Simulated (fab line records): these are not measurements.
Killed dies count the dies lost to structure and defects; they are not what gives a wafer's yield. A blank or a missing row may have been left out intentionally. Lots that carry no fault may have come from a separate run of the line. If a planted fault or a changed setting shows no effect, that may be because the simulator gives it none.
Which tool did it? :: flow n5-finfet :: 11 lots with 33 wafers sampled at 3 steps, on a route of 1938 steps

== WHAT THE GAUGES SHOWED, per wafer ==
N5_PASSIVATION_OVL_MEAS_63. Usual: PAD_OVL typically reads 0 nm, with standard deviation 6.1.
lot: L277
measured: day 12 19:58
on: overlay-01
PAD_OVL (nm): 3 11 9
flag: 

lot: L276
measured: day 13 14:29
on: overlay-01
PAD_OVL (nm): 5 -2 4
flag: 

lot: L278
measured: day 13 14:56
on: overlay-01
PAD_OVL (nm): 6 -1 1
flag: 

lot: L279
measured: day 14 07:22
on: overlay-01
PAD_OVL (nm): 6 -9 1
flag: 

lot: L280
measured: day 14 07:47
on: overlay-01
PAD_OVL (nm): 5 -1 0
flag: 

lot: L286
measured: day 15 13:41
on: overlay-02
PAD_OVL (nm): 7 9 11
flag: 

lot: L281
measured: day 15 19:05
on: overlay-02
PAD_OVL (nm): -7 0 7
flag: 

lot: L287
measured: day 16 06:53
on: overlay-02
PAD_OVL (nm): -4 5 7
flag: 

lot: L290
measured: day 17 05:22
on: overlay-02
PAD_OVL (nm): -3 7 6
flag: 

lot: L294
measured: day 17 16:34
on: overlay-02
PAD_OVL (nm): 9 8 9
flag: 

lot: L293
measured: day 17 21:49
on: overlay-02
PAD_OVL (nm): -3 5 0
flag: 

== TOOL THAT RAN EACH LOT (tool first, then ch and the chambers of the sampled wafers, then the start) ==
lot: L277
N5_BEOL_M13_ETCH_68: rie-diel-03 ch 1,3, day 11 12:59
N5_PASSIVATION_ETCH_15: rie-diel-05 ch 1,2,3, day 12 19:58 or earlier

lot: L276
N5_BEOL_M13_ETCH_68: rie-diel-04 ch 0,1,3, day 11 21:35
N5_PASSIVATION_ETCH_15: rie-diel-03 ch 1,2,3, day 13 14:29 or earlier

lot: L278
N5_BEOL_M13_ETCH_68: rie-diel-03 ch 0,1, day 12 14:57
N5_PASSIVATION_ETCH_15: rie-diel-05 ch 1,2, day 13 14:56 or earlier

lot: L279
N5_BEOL_M13_ETCH_68: rie-diel-05 ch 1,3, day 13 02:02
N5_PASSIVATION_ETCH_15: rie-diel-04 ch 1,2, day 14 07:22 or earlier

lot: L280
N5_BEOL_M13_ETCH_68: rie-diel-04 ch 0,1,3, day 13 03:17
N5_PASSIVATION_ETCH_15: rie-diel-04 ch 0,1,3, day 14 07:47 or earlier

lot: L286
N5_BEOL_M13_ETCH_68: rie-diel-05 ch 0,1,3, day 14 11:37
N5_PASSIVATION_ETCH_15: rie-diel-05 ch 1,2, day 15 13:41 or earlier

lot: L281
N5_BEOL_M13_ETCH_68: rie-diel-05 ch 2,3, day 14 17:38
N5_PASSIVATION_ETCH_15: rie-diel-04 ch 0,1,2, day 15 19:05 or earlier

lot: L287
N5_BEOL_M13_ETCH_68: rie-diel-05 ch 1,2,3, day 15 02:04
N5_PASSIVATION_ETCH_15: rie-diel-04 ch 0,2, day 16 06:53 or earlier

lot: L290
N5_BEOL_M13_ETCH_68: rie-diel-04 ch 0,1,2, day 16 07:13
N5_PASSIVATION_ETCH_15: rie-diel-05 ch 0,2,3, day 17 05:22 or earlier

lot: L294
N5_BEOL_M13_ETCH_68: rie-diel-04 ch 1,2, day 16 14:29
N5_PASSIVATION_ETCH_15: rie-diel-04 ch 1,2,3, day 17 16:34 or earlier

lot: L293
N5_BEOL_M13_ETCH_68: rie-diel-03 ch 1,2, day 16 15:10
N5_PASSIVATION_ETCH_15: rie-diel-04 ch 1,2,3, day 17 21:49 or earlier
- N5_BEOL_M13_ETCH_68: etches SOC in N2/H2, time 355 s.
- N5_PASSIVATION_ETCH_15: etches SiCN in CF4/N2, target depth 75 nm, time 81.2 s.

== WHAT THE TOOLS THEMSELVES READ (means of the sampled wafers that have a number; where no wafer has one, the mark that the record gives instead) ==
N5_BEOL_M13_ETCH_68. Usual: drypump-motor-current-A 5.5 A, standard deviation 0.42; h2-flow-sccm 200.0 sccm, standard deviation 0.57; oes-product-au 0.78 a.u., standard deviation 0.076; rf-vpp-V 523.8 V, standard deviation 2.2; showerhead-plenum-p-Torr 2.53 Torr, standard deviation 0.078; throttle-valve-pct 17.79 %, standard deviation 0.19.
lot: L277
tool: rie-diel-03
drypump-motor-current-A (A): 5.9
h2-flow-sccm (sccm): 200.1
oes-product-au (a.u.): 0.76
rf-vpp-V (V): 522.4
showerhead-plenum-p-Torr (Torr): 2.51
throttle-valve-pct (%): 17.76
flag: 

lot: L276
tool: rie-diel-04
drypump-motor-current-A (A): 5.3
h2-flow-sccm (sccm): 200.2
oes-product-au (a.u.): 0.75
rf-vpp-V (V): 525.5
showerhead-plenum-p-Torr (Torr): 2.61
throttle-valve-pct (%): 17.99
flag: 

lot: L278
tool: rie-diel-03
drypump-motor-current-A (A): 5.5
h2-flow-sccm (sccm): 199.7
oes-product-au (a.u.): 0.71
rf-vpp-V (V): 524.6
showerhead-plenum-p-Torr (Torr): 2.55
throttle-valve-pct (%): 17.70
flag: 

lot: L279
tool: rie-diel-05
drypump-motor-current-A (A): 5.8
h2-flow-sccm (sccm): 200.7
oes-product-au (a.u.): 0.71
rf-vpp-V (V): 522.2
showerhead-plenum-p-Torr (Torr): 2.46
throttle-valve-pct (%): 17.72
flag: 

lot: L280
tool: rie-diel-04
drypump-motor-current-A (A): 5.3
h2-flow-sccm (sccm): 199.4
oes-product-au (a.u.): 0.75
rf-vpp-V (V): 525.9
showerhead-plenum-p-Torr (Torr): 2.61
throttle-valve-pct (%): 18.00
flag: 

lot: L286
tool: rie-diel-05
drypump-motor-current-A (A): 5.4
h2-flow-sccm (sccm): 199.7
oes-product-au (a.u.): 0.79
rf-vpp-V (V): 522.8
showerhead-plenum-p-Torr (Torr): 2.52
throttle-valve-pct (%): 17.75
flag: 

lot: L281
tool: rie-diel-05
drypump-motor-current-A (A): 6.0
h2-flow-sccm (sccm): 200.3
oes-product-au (a.u.): 0.73
rf-vpp-V (V): 524.2
showerhead-plenum-p-Torr (Torr): 2.53
throttle-valve-pct (%): 17.79
flag: 

lot: L287
tool: rie-diel-05
drypump-motor-current-A (A): 5.9
h2-flow-sccm (sccm): 200.3
oes-product-au (a.u.): 0.71
rf-vpp-V (V): 522.5
showerhead-plenum-p-Torr (Torr): 2.49
throttle-valve-pct (%): 17.78
flag: 

lot: L290
tool: rie-diel-04
drypump-motor-current-A (A): 5.3
h2-flow-sccm (sccm): 200.3
oes-product-au (a.u.): 0.78
rf-vpp-V (V): 524.3
showerhead-plenum-p-Torr (Torr): 2.55
throttle-valve-pct (%): 17.84
flag: 

lot: L294
tool: rie-diel-04
drypump-motor-current-A (A): 5.0
h2-flow-sccm (sccm): 200.2
oes-product-au (a.u.): 0.81
rf-vpp-V (V): 526.0
showerhead-plenum-p-Torr (Torr): 2.60
throttle-valve-pct (%): 17.82
flag: 

lot: L293
tool: rie-diel-03
drypump-motor-current-A (A): 5.3
h2-flow-sccm (sccm): 200.0
oes-product-au (a.u.): 0.90
rf-vpp-V (V): 524.7
showerhead-plenum-p-Torr (Torr): 2.55
throttle-valve-pct (%): 17.60
flag: 

N5_PASSIVATION_ETCH_15. Usual: drypump-motor-current-A 5.5 A, standard deviation 0.43; oes-product-au 0.77 a.u., standard deviation 0.074; rf-vpp-V 382.1 V, standard deviation 1.6; showerhead-plenum-p-Torr 2.20 Torr, standard deviation 0.067; throttle-valve-pct 15.46 %, standard deviation 0.16.
lot: L277
tool: rie-diel-05
drypump-motor-current-A (A): 5.9
oes-product-au (a.u.): 0.72
rf-vpp-V (V): 381.4
showerhead-plenum-p-Torr (Torr): 2.17
throttle-valve-pct (%): 15.45
flag: 

lot: L276
tool: rie-diel-03
drypump-motor-current-A (A): 5.6
oes-product-au (a.u.): 0.79
rf-vpp-V (V): 382.0
showerhead-plenum-p-Torr (Torr): 2.18
throttle-valve-pct (%): 15.49
flag: 

lot: L278
tool: rie-diel-05
drypump-motor-current-A (A): 6.0
oes-product-au (a.u.): 0.73
rf-vpp-V (V): 381.5
showerhead-plenum-p-Torr (Torr): 2.17
throttle-valve-pct (%): 15.43
flag: 

lot: L279
tool: rie-diel-04
drypump-motor-current-A (A): 5.0
oes-product-au (a.u.): 0.84
rf-vpp-V (V): 383.2
showerhead-plenum-p-Torr (Torr): 2.27
throttle-valve-pct (%): 15.38
flag: 

lot: L280
tool: rie-diel-04
drypump-motor-current-A (A): 5.2
oes-product-au (a.u.): 0.74
rf-vpp-V (V): 383.3
showerhead-plenum-p-Torr (Torr): 2.26
throttle-valve-pct (%): 15.58
flag: 

lot: L286
tool: rie-diel-05
drypump-motor-current-A (A): 6.0
oes-product-au (a.u.): 0.72
rf-vpp-V (V): 381.4
showerhead-plenum-p-Torr (Torr): 2.17
throttle-valve-pct (%): 15.46
flag: 

lot: L281
tool: rie-diel-04
drypump-motor-current-A (A): 5.3
oes-product-au (a.u.): 0.79
rf-vpp-V (V): 381.5
showerhead-plenum-p-Torr (Torr): 2.22
throttle-valve-pct (%): 15.42
flag: 

lot: L287
tool: rie-diel-04
drypump-motor-current-A (A): 5.6
oes-product-au (a.u.): 0.76
rf-vpp-V (V): 381.3
showerhead-plenum-p-Torr (Torr): 2.17
throttle-valve-pct (%): 15.44
flag: 

lot: L290
tool: rie-diel-05
drypump-motor-current-A (A): 5.5
oes-product-au (a.u.): 0.77
rf-vpp-V (V): 382.2
showerhead-plenum-p-Torr (Torr): 2.21
throttle-valve-pct (%): 15.43
flag: 

lot: L294
tool: rie-diel-04
drypump-motor-current-A (A): 5.2
oes-product-au (a.u.): 0.76
rf-vpp-V (V): 383.0
showerhead-plenum-p-Torr (Torr): 2.24
throttle-valve-pct (%): 15.53
flag: 

lot: L293
tool: rie-diel-04
drypump-motor-current-A (A): 5.1
oes-product-au (a.u.): 0.76
rf-vpp-V (V): 383.0
showerhead-plenum-p-Torr (Torr): 2.24
throttle-valve-pct (%): 15.53
flag: 

== THE ANSWER, worked out from the rows above alone ==
Rule: a lot counts as off when the mean over its wafers that have a number is more than 3 standard deviations away from the usual mean. Also off: a lot with no number at a reading for which 4 or more lots have one. The other lots that the step has rows for count as sound. The gauges are gone through in route order, then the tools' own readings, and for those a lot's mean is taken as printed above. The first step at which some lot is off is used, and at that step the reading that is off furthest; a lot without a number counts as furthest.
Across all readings shown, no lot is off: no conclusion can be drawn from this.

== WHAT THE SIMULATOR PUT IN ==
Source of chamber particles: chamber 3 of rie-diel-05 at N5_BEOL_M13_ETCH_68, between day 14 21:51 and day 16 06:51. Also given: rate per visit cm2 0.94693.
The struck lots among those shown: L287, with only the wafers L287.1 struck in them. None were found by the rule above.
